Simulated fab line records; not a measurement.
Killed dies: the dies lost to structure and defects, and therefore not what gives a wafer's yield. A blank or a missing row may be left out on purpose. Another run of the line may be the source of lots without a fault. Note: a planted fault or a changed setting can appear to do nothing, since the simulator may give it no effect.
Which tool was responsible? ; flow nandHarc ; 24 lots, 72 wafers sampled, at 2 steps of a route of 1159

WHAT THE GAUGES READ, wafer by wafer
NHARC_P_CONTACT_INSPECT_27. Usual: 291 for rawDefectCount, sd 120.
lot;measured;on;rawDefectCount;flag
L075;day 6 04:44;defectInspect-02;246 117 157;
L074;day 6 05:15;defectInspect-02;188 220 200;
L077;day 6 14:34;defectInspect-02;208 245 267;
L076;day 6 15:06;defectInspect-01;373 287 263;
L078;day 6 15:23;defectInspect-02;296 113 209;
L079;day 7 02:02;defectInspect-02;290 205 347;
L080;day 7 09:53;defectInspect-01;444 422 371;
L081;day 7 10:24;defectInspect-01;105 125 275;
L082;day 7 22:17;defectInspect-02;201 225 295;
L084;day 8 04:42;defectInspect-01;413 800 457;
L083;day 8 15:18;defectInspect-01;205 274 340;
L087;day 9 01:50;defectInspect-01;135 234 186;
L088;day 9 01:43;defectInspect-02;373 603 284;
L086;day 9 02:16;defectInspect-02;244 158 205;
L085;day 9 02:59;defectInspect-02;343 340 263;
L089;day 10 00:38;defectInspect-01;324 417 570;
L090;day 10 01:10;defectInspect-02;297 294 282;
L091;day 10 01:49;defectInspect-02;229 452 392;
L093;day 10 08:40;defectInspect-01;253 300 115;
L092;day 10 09:27;defectInspect-02;203 180 305;
L094;day 10 16:29;defectInspect-01;422 498 225;
L095;day 10 21:49;defectInspect-01;336 363 135;
L096;day 11 07:49;defectInspect-01;129 195 137;
L097;day 11 11:52;defectInspect-02;290 264 147;

EACH LOT AND THE TOOL THAT RAN IT (in order: tool; ch and the chambers of the sampled wafers; start)
lot;NHARC_P_CONTACT_CVD_23
L075;cvdW-02 ch 0,1, day 6 04:44 or earlier
L074;cvdW-02 ch 0,1, day 6 05:15 or earlier
L077;cvdW-02 ch 0,1, day 6 14:34 or earlier
L076;cvdW-02 ch 0,1, day 6 15:06 or earlier
L078;cvdW-01 ch 0,1, day 6 15:23 or earlier
L079;cvdW-01 ch 0,1, day 7 02:02 or earlier
L080;cvdW-02 ch 0,1, day 7 09:53 or earlier
L081;cvdW-02 ch 0,1, day 7 10:24 or earlier
L082;cvdW-01 ch 0, day 7 22:17 or earlier
L084;cvdW-02 ch 0, day 8 04:42 or earlier
L083;cvdW-02 ch 0,1, day 8 15:18 or earlier
L087;cvdW-02 ch 1, day 9 01:50 or earlier
L088;cvdW-01 ch 0,1, day 9 01:43 or earlier
L086;cvdW-01 ch 0,1, day 9 02:16 or earlier
L085;cvdW-01 ch 0,1, day 9 02:59 or earlier
L089;cvdW-01 ch 0,1, day 10 00:38 or earlier
L090;cvdW-01 ch 0,1, day 10 01:10 or earlier
L091;cvdW-02 ch 0,1, day 10 01:49 or earlier
L093;cvdW-01 ch 0,1, day 10 08:40 or earlier
L092;cvdW-02 ch 0,1, day 10 09:27 or earlier
L094;cvdW-01 ch 0,1, day 10 16:29 or earlier
L095;cvdW-02 ch 0, day 10 21:49 or earlier
L096;cvdW-01 ch 0,1, day 11 07:49 or earlier
L097;cvdW-01 ch 0,1, day 11 11:52 or earlier
- NHARC_P_CONTACT_CVD_23: deposits W, target thk 200 nm, time 557 s.

WHAT THE TOOLS THEMSELVES READ (means of the sampled wafers that have a number; where no wafer has one, the mark that the record gives instead)
NHARC_P_CONTACT_CVD_23. Usual: heaterPowerW 503 W, standard deviation 55; mfcH2Sccm 1599 sccm, standard deviation 4.6; throttleValvePct 7.83 %, standard deviation 0.17.
lot;tool;heaterPowerW (W);mfcH2Sccm (sccm);throttleValvePct (%);flag
L075;cvdW-02;444;1596;7.76;
L074;cvdW-02;459;1600;7.64;
L077;cvdW-02;472;1595;7.87;
L076;cvdW-02;447;1600;7.70;
L078;cvdW-01;538;1592;7.86;
L079;cvdW-01;561;1598;7.87;
L080;cvdW-02;447;1600;7.85;
L081;cvdW-02;445;1594;7.93;
L082;cvdW-01;571;1596;7.94;
L084;cvdW-02;475;1600;7.78;
L083;cvdW-02;446;1602;7.75;
L087;cvdW-02;436;1600;7.86;
L088;cvdW-01;562;1602;7.95;
L086;cvdW-01;555;1603;7.75;
L085;cvdW-01;555;1601;7.81;
L089;cvdW-01;567;1598;7.72;
L090;cvdW-01;548;1600;7.93;
L091;cvdW-02;441;1598;7.71;
L093;cvdW-01;564;1602;7.89;
L092;cvdW-02;453;1602;7.81;
L094;cvdW-01;547;1599;7.89;
L095;cvdW-02;471;1608;7.93;
L096;cvdW-01;549;1602;7.96;
L097;cvdW-01;555;1593;7.77;

THE ANSWER, worked out from the rows above alone
Rule: take the mean of a lot's wafers that have a number; if it is more than 3 standard deviations from the usual mean, the lot is off. Also off: a lot with no number at a reading for which 4 or more lots have one. Where the step has rows for the other lots, those lots are counted as sound. After the gauges, taken in route order, come the tools' own readings; for these a lot's mean is taken, as printed above. The first step at which some lot is off is used, and at that step the reading that is off furthest; a lot without a number counts as furthest.
No lot is off at any reading shown: from this, nothing can be told.

WHAT WAS PUT IN BY THE SIMULATOR
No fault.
